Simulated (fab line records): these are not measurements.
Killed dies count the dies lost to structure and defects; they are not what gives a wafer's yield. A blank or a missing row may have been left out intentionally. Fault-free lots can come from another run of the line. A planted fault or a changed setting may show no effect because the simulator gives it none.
Which of the tools did it? + flow nand-harc + 24 lots, 72 wafers sampled, at 5 steps of a route of 1302

WHAT THE GAUGES READ, wafer by wafer
NHARC_P_M1_INSPECT_27. Usual: raw-defect-count reads 295 (standard deviation 100).
| lot  | measured     | on                | raw-defect-count | flag |
|------|--------------|-------------------|------------------|------|
| L075 | day 6 11:08  | defect-inspect-02 | 186 291 230      |      |
| L074 | day 6 11:55  | defect-inspect-02 | 179 315 191      |      |
| L076 | day 7 01:29  | defect-inspect-01 | 215 327 148      |      |
| L077 | day 7 13:20  | defect-inspect-02 | 357 426 332      |      |
| L078 | day 7 21:01  | defect-inspect-01 | 290 348 290      |      |
| L079 | day 8 09:56  | defect-inspect-02 | 403 494 244      |      |
| L080 | day 8 19:29  | defect-inspect-01 | 357 434 306      |      |
| L081 | day 9 07:30  | defect-inspect-01 | 259 256 271      |      |
| L082 | day 9 22:22  | defect-inspect-01 | 497 391 452      |      |
| L083 | day 10 06:50 | defect-inspect-02 | 238 502 432      |      |
| L084 | day 10 16:32 | defect-inspect-02 | 274 203 210      |      |
| L085 | day 11 01:50 | defect-inspect-02 | 436 171 173      |      |
| L086 | day 11 03:54 | defect-inspect-02 | 291 199 365      |      |
| L087 | day 12 11:37 | defect-inspect-01 | 359 186 301      |      |
| L089 | day 12 12:11 | defect-inspect-01 | 285 403 222      |      |
| L088 | day 12 14:35 | defect-inspect-01 | 358 180 345      |      |
| L090 | day 13 02:18 | defect-inspect-02 | 448 403 296      |      |
| L091 | day 13 05:52 | defect-inspect-01 | 415 522 233      |      |
| L092 | day 14 00:17 | defect-inspect-02 | 181 226 207      |      |
| L093 | day 14 04:17 | defect-inspect-01 | 193 216 202      |      |
| L094 | day 14 16:14 | defect-inspect-01 | 162 386 317      |      |
| L095 | day 15 00:13 | defect-inspect-02 | 299 194 227      |      |
| L096 | day 15 14:10 | defect-inspect-02 | 521 344 262      |      |
| L097 | day 15 17:16 | defect-inspect-02 | 252 376 216      |      |

NHARC_P_M2_OVL_MEAS_10: pitch 340 nm. Usual: overlay-x-nm 0.0 nm, standard deviation 0.97; overlay-y-nm 0.1 nm, standard deviation 0.87.
| lot  | measured     | on         | overlay-x-nm (nm) | overlay-y-nm (nm) | flag |
|------|--------------|------------|-------------------|-------------------|------|
| L075 | day 6 12:38  | overlay-01 | 0.7 0.1 0.7       | -0.4 -0.4 -0.6    |      |
| L074 | day 6 13:17  | overlay-01 | 1.3 0.5 1.0       | 0.2 0.2 0.6       |      |
| L076 | day 7 02:58  | overlay-01 | 2.5 2.8 2.4       | 0.3 1.0 0.9       |      |
| L077 | day 7 14:48  | overlay-02 | 0.5 0.5 0.3       | -0.8 -1.4 -1.0    |      |
| L078 | day 7 22:30  | overlay-02 | -0.5 0.9 -0.2     | 1.0 0.6 0.5       |      |
| L079 | day 8 11:18  | overlay-01 | -1.5 -1.2 -1.8    | 0.0 0.4 0.3       |      |
| L080 | day 8 21:14  | overlay-01 | -1.5 -1.6 -0.3    | 0.1 0.4 0.6       |      |
| L081 | day 9 09:09  | overlay-01 | -1.6 -1.3 -2.2    | 1.1 1.2 1.2       |      |
| L082 | day 9 23:51  | overlay-01 | 0.4 0.7 0.2       | -0.5 0.2 -0.2     |      |
| L083 | day 10 08:10 | overlay-01 | 0.6 -0.3 0.2      | 0.1 1.0 0.6       |      |
| L084 | day 10 18:13 | overlay-01 | 0.2 0.0 -0.1      | 1.4 1.4 1.5       |      |
| L085 | day 11 03:11 | overlay-01 | -1.4 -1.1 -1.1    | -2.0 -1.9 -1.4    |      |
| L086 | day 11 05:23 | overlay-01 | 0.5 0.9 1.0       | 0.1 -0.9 -0.2     |      |
| L087 | day 12 12:59 | overlay-02 | 0.1 0.0 0.1       | -1.1 -1.4 -1.1    |      |
| L089 | day 12 13:38 | overlay-01 | 0.3 0.1 0.2       | -0.8 -0.1 -0.9    |      |
| L088 | day 12 16:02 | overlay-02 | -0.8 0.0 -0.9     | -0.3 -0.4 -0.7    |      |
| L090 | day 13 03:47 | overlay-02 | -0.9 -1.1 -1.4    | 0.1 0.1 0.3       |      |
| L091 | day 13 07:21 | overlay-02 | -0.4 -0.6 0.1     | 1.0 0.6 0.3       |      |
| L092 | day 14 01:46 | overlay-01 | 0.4 0.5 0.5       | -0.2 -0.1 0.1     |      |
| L093 | day 14 05:44 | overlay-01 | 0.7 1.1 1.2       | 1.2 0.7 1.1       |      |
| L094 | day 14 17:34 | overlay-02 | 1.1 0.4 0.7       | -0.4 -0.7 -0.2    |      |
| L095 | day 15 01:41 | overlay-02 | -0.9 -0.8 -1.0    | 0.0 -0.1 0.4      |      |
| L096 | day 15 15:38 | overlay-02 | 0.5 0.4 0.7       | 0.6 0.3 0.5       |      |
| L097 | day 15 18:45 | overlay-02 | -0.1 0.2 0.2      | 0.5 1.0 1.3       |      |

NHARC_P_BONDPAD_CD_MEAS_09 targets a cd of 500 nm. Usual: cd-nm reads 499.3 nm (standard deviation 1.8).
| lot  | measured     | on        | cd-nm (nm)        | flag |
|------|--------------|-----------|-------------------|------|
| L075 | day 6 16:58  | cd-sem-01 | 499.0 498.5 498.0 |      |
| L074 | day 6 18:13  | cd-sem-02 | 501.0 496.9 498.4 |      |
| L076 | day 7 07:26  | cd-sem-03 | 500.5 499.4 500.1 |      |
| L077 | day 7 19:16  | cd-sem-01 | 499.8 497.9 497.4 |      |
| L078 | day 8 02:52  | cd-sem-02 | 501.0 501.3 499.8 |      |
| L079 | day 8 15:51  | cd-sem-01 | 500.6 502.5 500.0 |      |
| L080 | day 9 02:02  | cd-sem-01 | 501.4 499.8 500.4 |      |
| L081 | day 9 13:30  | cd-sem-01 | 497.6 499.9 495.5 |      |
| L082 | day 10 04:17 | cd-sem-01 | 499.3 498.3 498.6 |      |
| L083 | day 10 12:30 | cd-sem-03 | 502.9 497.5 500.1 |      |
| L084 | day 10 22:40 | cd-sem-02 | 500.6 495.0 498.0 |      |
| L085 | day 11 08:11 | cd-sem-02 | 499.8 496.4 501.1 |      |
| L086 | day 11 09:51 | cd-sem-03 | 497.8 497.3 499.1 |      |
| L087 | day 12 17:21 | cd-sem-03 | 498.7 499.5 502.0 |      |
| L089 | day 12 18:07 | cd-sem-03 | 500.0 497.8 499.3 |      |
| L088 | day 12 20:29 | cd-sem-01 | 501.7 501.9 501.8 |      |
| L090 | day 13 08:16 | cd-sem-02 | 499.8 502.5 500.0 |      |
| L091 | day 13 11:41 | cd-sem-03 | 502.0 502.1 500.9 |      |
| L092 | day 14 06:15 | cd-sem-01 | 499.5 496.2 499.9 |      |
| L093 | day 14 10:24 | cd-sem-02 | 498.9 499.8 500.9 |      |
| L094 | day 14 21:55 | cd-sem-03 | 497.9 498.9 498.1 |      |
| L095 | day 15 06:17 | cd-sem-01 | 497.1 498.0 499.4 |      |
| L096 | day 15 20:16 | cd-sem-01 | 497.6 498.1 501.5 |      |
| L097 | day 15 23:17 | cd-sem-02 | 499.8 494.2 498.2 |      |

WHICH TOOL RAN EACH LOT (tool, then ch and the chambers of the sampled wafers, then the start)
| lot  | NHARC_P_M2_DESCUM_14               | NHARC_P_M2_CMP_23             |
|------|------------------------------------|-------------------------------|
| L075 | rie-diel-07 ch 1,2, day 6 12:44    | cmp-01 ch 0,1,3, day 6 14:51  |
| L074 | rie-diel-01 ch 0,1, day 6 13:22    | cmp-04 ch 0,3, day 6 15:58    |
| L076 | rie-diel-03 ch 0,1,2, day 7 03:04  | cmp-04 ch 2,3, day 7 05:10    |
| L077 | rie-diel-07 ch 0,1,3, day 7 14:54  | cmp-02 ch 1,3, day 7 16:59    |
| L078 | rie-diel-01 ch 0,2,3, day 7 22:37  | cmp-04 ch 0,2,3, day 8 00:46  |
| L079 | rie-diel-07 ch 0,1,3, day 8 11:25  | cmp-01 ch 0,2,3, day 8 13:34  |
| L080 | rie-diel-01 ch 0,1,2, day 8 21:21  | cmp-01 ch 1,3, day 8 23:31    |
| L081 | rie-diel-03 ch 0,2,3, day 9 09:15  | cmp-02 ch 0,1,2, day 9 11:21  |
| L082 | rie-diel-03 ch 1,2,3, day 9 23:58  | cmp-04 ch 0,1, day 10 02:02   |
| L083 | rie-diel-07 ch 0,3, day 10 08:16   | cmp-02 ch 0,2,3, day 10 10:24 |
| L084 | rie-diel-07 ch 0,1,2, day 10 18:19 | cmp-01 ch 0,1,3, day 10 20:28 |
| L085 | rie-diel-07 ch 0,2,3, day 11 03:17 | cmp-02 ch 0,1,3, day 11 05:56 |
| L086 | rie-diel-01 ch 0,1, day 11 05:29   | cmp-04 ch 0,3, day 11 07:35   |
| L087 | rie-diel-07 ch 0,2,3, day 12 13:05 | cmp-01 ch 1,3, day 12 15:12   |
| L089 | rie-diel-01 ch 0,1,2, day 12 13:45 | cmp-02 ch 0,1, day 12 15:52   |
| L088 | rie-diel-07 ch 0,3, day 12 16:08   | cmp-02 ch 0,3, day 12 18:14   |
| L090 | rie-diel-01 ch 0,1,2, day 13 03:54 | cmp-01 ch 0,3, day 13 06:02   |
| L091 | rie-diel-01 ch 0,1, day 13 07:28   | cmp-04 ch 1,3, day 13 09:35   |
| L092 | rie-diel-01 ch 0,1,3, day 14 01:53 | cmp-01 ch 0,1,3, day 14 04:01 |
| L093 | rie-diel-01 ch 1,2, day 14 05:50   | cmp-01 ch 1,3, day 14 07:56   |
| L094 | rie-diel-03 ch 0,2,3, day 14 17:40 | cmp-04 ch 1,2,3, day 14 19:47 |
| L095 | rie-diel-01 ch 2,3, day 15 01:47   | cmp-04 ch 0,2, day 15 03:55   |
| L096 | rie-diel-01 ch 0,1,2, day 15 15:44 | cmp-01 ch 1,3, day 15 17:58   |
| L097 | rie-diel-03 ch 2,3, day 15 18:50   | cmp-04 ch 0,1, day 15 21:00   |
- NHARC_P_M2_DESCUM_14: chemistry O2, time 3 s.
- NHARC_P_M2_CMP_23: polishes, t overpolish 20 s, target thk 144.3 nm.

AS READ BY THE TOOLS THEMSELVES (means over the sampled wafers that have a number; for cases with no such wafer, the mark the record gives instead)
NHARC_P_M2_DESCUM_14. Usual: drypump-motor-current-A 5.8 A, standard deviation 0.4; oes-product-au 1.003 a.u., standard deviation 0.011; rf-vpp-V 57.6 V, standard deviation 0.93; showerhead-plenum-p-Torr 1.89 Torr, standard deviation 0.095; throttle-valve-pct 11.312 %, standard deviation 0.0095.
| lot  | tool        | drypump-motor-current-A (A) | oes-product-au (a.u.) | rf-vpp-V (V) | showerhead-plenum-p-Torr (Torr) | throttle-valve-pct (%) | flag |
|------|-------------|-----------------------------|-----------------------|--------------|---------------------------------|------------------------|------|
| L075 | rie-diel-07 | 6.1                         | 1.014                 | 58.0         | 2.01                            | 11.318                 |      |
| L074 | rie-diel-01 | 5.9                         | 0.991                 | 57.2         | 1.82                            | 11.316                 |      |
| L076 | rie-diel-03 | 5.2                         | 1.000                 | 57.6         | 1.82                            | 11.317                 |      |
| L077 | rie-diel-07 | 5.7                         | 1.010                 | 58.6         | 2.03                            | 11.313                 |      |
| L078 | rie-diel-01 | 5.9                         | 1.010                 | 57.3         | 1.83                            | 11.292                 |      |
| L079 | rie-diel-07 | 5.7                         | 1.011                 | 57.8         | 2.03                            | 11.304                 |      |
| L080 | rie-diel-01 | 5.9                         | 1.005                 | 57.8         | 1.82                            | 11.313                 |      |
| L081 | rie-diel-03 | 5.8                         | 0.997                 | 57.2         | 1.84                            | 11.310                 |      |
| L082 | rie-diel-03 | 5.7                         | 1.007                 | 57.7         | 1.84                            | 11.310                 |      |
| L083 | rie-diel-07 | 5.4                         | 1.003                 | 58.5         | 2.03                            | 11.313                 |      |
| L084 | rie-diel-07 | 6.0                         | 1.002                 | 58.6         | 2.00                            | 11.311                 |      |
| L085 | rie-diel-07 | 5.6                         | 0.995                 | 58.7         | 2.01                            | 11.312                 |      |
| L086 | rie-diel-01 | 5.9                         | 0.989                 | 57.6         | 1.85                            | 11.312                 |      |
| L087 | rie-diel-07 | 5.6                         | 0.997                 | 57.9         | 2.01                            | 11.311                 |      |
| L089 | rie-diel-01 | 5.8                         | 1.000                 | 57.3         | 1.82                            | 11.316                 |      |
| L088 | rie-diel-07 | 5.6                         | 1.008                 | 58.3         | 2.02                            | 11.317                 |      |
| L090 | rie-diel-01 | 5.8                         | 1.003                 | 57.1         | 1.82                            | 11.321                 |      |
| L091 | rie-diel-01 | 6.0                         | 0.993                 | 57.1         | 1.85                            | 11.324                 |      |
| L092 | rie-diel-01 | 6.0                         | 0.999                 | 56.9         | 1.82                            | 11.307                 |      |
| L093 | rie-diel-01 | 5.8                         | 1.011                 | 57.5         | 1.79                            | 11.309                 |      |
| L094 | rie-diel-03 | 5.8                         | 1.010                 | 57.8         | 1.84                            | 11.309                 |      |
| L095 | rie-diel-01 | 5.9                         | 1.002                 | 57.9         | 1.80                            | 11.303                 |      |
| L096 | rie-diel-01 | 5.9                         | 0.998                 | 57.2         | 1.82                            | 11.309                 |      |
| L097 | rie-diel-03 | 6.0                         | 1.014                 | 56.7         | 1.83                            | 11.319                 |      |

NHARC_P_M2_CMP_23. Usual: edge-zone-pressure-frac 1.001, standard deviation 0.0052; motor-current-A 11.6 A, standard deviation 1.3; pad-life-wafers 167, standard deviation 110; time-to-endpoint-s 29.0 s, standard deviation 2.3.
| lot  | tool   | edge-zone-pressure-frac | motor-current-A (A) | pad-life-wafers | time-to-endpoint-s (s) | flag |
|------|--------|-------------------------|---------------------|-----------------|------------------------|------|
| L075 | cmp-01 | 0.999                   | 11.5                | 230             | 28.8                   |      |
| L074 | cmp-04 | 0.998                   | 13.0                | 90              | 26.5                   |      |
| L076 | cmp-04 | 1.002                   | 11.8                | 120             | 27.4                   |      |
| L077 | cmp-02 | 1.004                   | 10.9                | 85              | 26.1                   |      |
| L078 | cmp-04 | 0.997                   | 12.0                | 194             | 28.0                   |      |
| L079 | cmp-01 | 1.000                   | 11.3                | 470             | 29.9                   |      |
| L080 | cmp-01 | 1.003                   | 11.5                | 8               | 28.2                   |      |
| L081 | cmp-02 | 0.996                   | 10.8                | 224             | 29.9                   |      |
| L082 | cmp-04 | 1.003                   | 12.1                | 14              | 29.8                   |      |
| L083 | cmp-02 | 0.998                   | 10.5                | 290             | 28.8                   |      |
| L084 | cmp-01 | 0.997                   | 11.7                | 200             | 27.0                   |      |
| L085 | cmp-02 | 1.003                   | 10.6                | 37              | 28.6                   |      |
| L086 | cmp-04 | 1.005                   | 12.6                | 156             | 26.6                   |      |
| L087 | cmp-01 | 1.006                   | 10.3                | 349             | 31.0                   |      |
| L089 | cmp-02 | 0.999                   | 11.1                | 182             | 28.9                   |      |
| L088 | cmp-02 | 0.998                   | 9.9                 | 198             | 30.4                   |      |
| L090 | cmp-01 | 1.002                   | 11.7                | 13              | 31.7                   |      |
| L091 | cmp-04 | 1.003                   | 13.0                | 320             | 28.5                   |      |
| L092 | cmp-01 | 0.998                   | 11.6                | 86              | 28.2                   |      |
| L093 | cmp-01 | 1.001                   | 11.2                | 121             | 29.0                   |      |
| L094 | cmp-04 | 1.005                   | 12.2                | 79              | 28.4                   |      |
| L095 | cmp-04 | 1.000                   | 11.3                | 110             | 29.9                   |      |
| L096 | cmp-01 | 1.003                   | 11.3                | 259             | 29.1                   |      |
| L097 | cmp-04 | 1.002                   | 12.0                | 162             | 28.2                   |      |

THE ANSWER, worked out from the rows above alone
Rule: a lot is off if the mean of its wafers that have a number lies more than 3 standard deviations from the usual mean. A lot without any number at a reading at which 4 lots or more have one is off too. The other lots that the step has rows for count as sound. Order of review: gauges by route order, followed by the tools' own readings, for which a lot's mean as printed above is used. The first step at which some lot is off is used, and at that step the reading that is off furthest; a lot without a number counts as furthest.
Across all readings shown, no lot is off: no conclusion can be drawn from this.

WHAT WAS PUT IN BY THE SIMULATOR
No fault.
